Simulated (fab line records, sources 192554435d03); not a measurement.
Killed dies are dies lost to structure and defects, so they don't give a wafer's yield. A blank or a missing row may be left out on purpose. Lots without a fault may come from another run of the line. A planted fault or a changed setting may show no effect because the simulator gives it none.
Split-lot experiment | flow n5_finfet | 7 lots, 21 wafers read, on a route of 1938 steps

THE SPLIT
At N5_BEOL_M15_COAT_04 (resist thk 800 nm), the setting spin_rpm was moved away from the recipe's 1704 rpm on 7 of the 21 wafers read, by -3.6% to +9.6%. The other wafers ran this setting at the recipe's value.

FROM THE SPLIT TO THE READING: what the file shows between them, 3 steps
- N5_BEOL_M15_EBR_06
- N5_BEOL_M15_SOFTBAKE_05: time 60 s
- N5_BEOL_M15_DESCUM_15: chemistry O2, time 7.9 s

THE READING
coat_of_BEOL_M15_COAT_04.thk_nm (the simulator's own value, which no gauge read), in nm, at N5_BEOL_M15_ETCH_59 (etches BARC in N2/H2, target depth 89 nm, overetch 26.7 nm, time 67.9 s). The file gives no usual value for it. The 14 wafers here that ran the recipe average 715.9 nm, standard deviation 1.9 nm.

wafer  | tool, chamber at the split | spin_rpm as run, rpm | against the recipe | coat_of_BEOL_M15_COAT_04.thk_nm, nm | against lot-mates on the recipe
L075.2 | litho_track-03, 0          | 1704                 | recipe             | 715.6                               | -
L075.5 | litho_track-03, 0          | 1704                 | recipe             | 713.6                               | -
L075.6 | litho_track-03, 0          | 1867                 | +9.6%              | 676                                 | -38.6
L081.1 | litho_track-02, 0          | 1704                 | recipe             | 717.4                               | -
L081.2 | litho_track-02, 0          | 1704                 | recipe             | 720.2                               | -
L081.5 | litho_track-02, 0          | 1704                 | recipe             | 716.6                               | -
L086.2 | litho_track-03, 0          | 1704                 | recipe             | 715.4                               | -
L086.3 | litho_track-03, 0          | 1704                 | recipe             | 714.4                               | -
L086.6 | litho_track-03, 0          | 1704                 | recipe             | 716.4                               | -
L084.2 | litho_track-02, 0          | 1646                 | -3.4%              | 727.6                               | +14.4
L084.3 | litho_track-02, 0          | 1704                 | recipe             | 713.2                               | -
L084.6 | litho_track-02, 0          | 1646                 | -3.4%              | 723.8                               | +10.6
L091.2 | litho_track-02, 0          | 1846                 | +8.3%              | 682.4                               | -33.4
L091.3 | litho_track-02, 0          | 1704                 | recipe             | 715.8                               | -
L091.5 | litho_track-02, 0          | 1846                 | +8.3%              | 684.8                               | -31.0
L090.2 | litho_track-02, 0          | 1643                 | -3.6%              | 730.6                               | +14.8
L090.5 | litho_track-02, 0          | 1704                 | recipe             | 715.8                               | -
L090.6 | litho_track-02, 0          | 1643                 | -3.6%              | 733.4                               | +17.6
L097.1 | litho_track-02, 0          | 1704                 | recipe             | 713.8                               | -
L097.2 | litho_track-02, 0          | 1704                 | recipe             | 716.4                               | -
L097.4 | litho_track-02, 0          | 1704                 | recipe             | 718.6                               | -

THE FIT
A straight line over all 21 wafers: coat_of_BEOL_M15_COAT_04.thk_nm changes by -3.94 nm for each +1% of spin_rpm; r = -0.99; the points scatter about the line by 2.3 nm.
The same after taking each lot's own level away (the mean of its wafers on the recipe; 21 wafers): -3.97 nm for each +1%; r = -0.99; scatter 1.6 nm.
On that fit, the largest move of spin_rpm shifts the reading by 38 nm.
The lots' own levels span 713.20 to 718.07 nm, that is 2.6 times the standard deviation above.
So the lot-to-lot level changes the slope little: the two slopes agree.
Check: with one of the wafers moved furthest among these (+9.6%) left out of the fit, the line predicts -37.4 nm for it against its lot-mates. It came out at -38.6 nm against them.

OTHER SPLITS ON THESE WAFERS
These wafers also went through other splits before the reading. Each is held against what the fit with the lots' levels taken away leaves over:
other split on the same wafers    | wafers away from the commonest value | r with coat_of_BEOL_M15_COAT_04.thk_nm (lot level and that fit taken away)
N5_BEOL_M10_TRENCH_ETCH_37 bias_w | 7                                    | +0.09
N5_BEOL_M12_TRENCH_ETCH_34 time_s | 6                                    | -0.12
N5_BEOL_M12_ETCH_38 time_s        | 9                                    | +0.02
N5_BEOL_M13_SPUTTER_43 time_s     | 6                                    | +0.55
N5_BEOL_M14_SPUTTER_43 power_w    | 6                                    | +0.15
N5_BEOL_M15_ILD_DEP_00 temp_c     | 5                                    | +0.31

THE WHOLE CHAIN: every reading that the file lists as answering this split, in the file's order
step                | what it does                                                            | reading                                                                          | change (the file's fit)              | r (the file's)
N5_BEOL_M15_COAT_04 | resist thk 800 nm                                                       | coat_of_BEOL_M15_COAT_04.thk_nm (the simulator's own value, which no gauge read) | -3.84 nm for each +1% of the setting | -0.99
N5_BEOL_M15_ETCH_59 | etches BARC in N2/H2, target depth 89 nm, overetch 26.7 nm, time 67.9 s | coat_of_BEOL_M15_COAT_04.thk_nm (the simulator's own value, which no gauge read) | -3.98 nm for each +1% of the setting | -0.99

THE FILE'S OWN FIT
coat_of_BEOL_M15_COAT_04.thk_nm changes by -3.98 nm for each +1% of spin_rpm, r = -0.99.
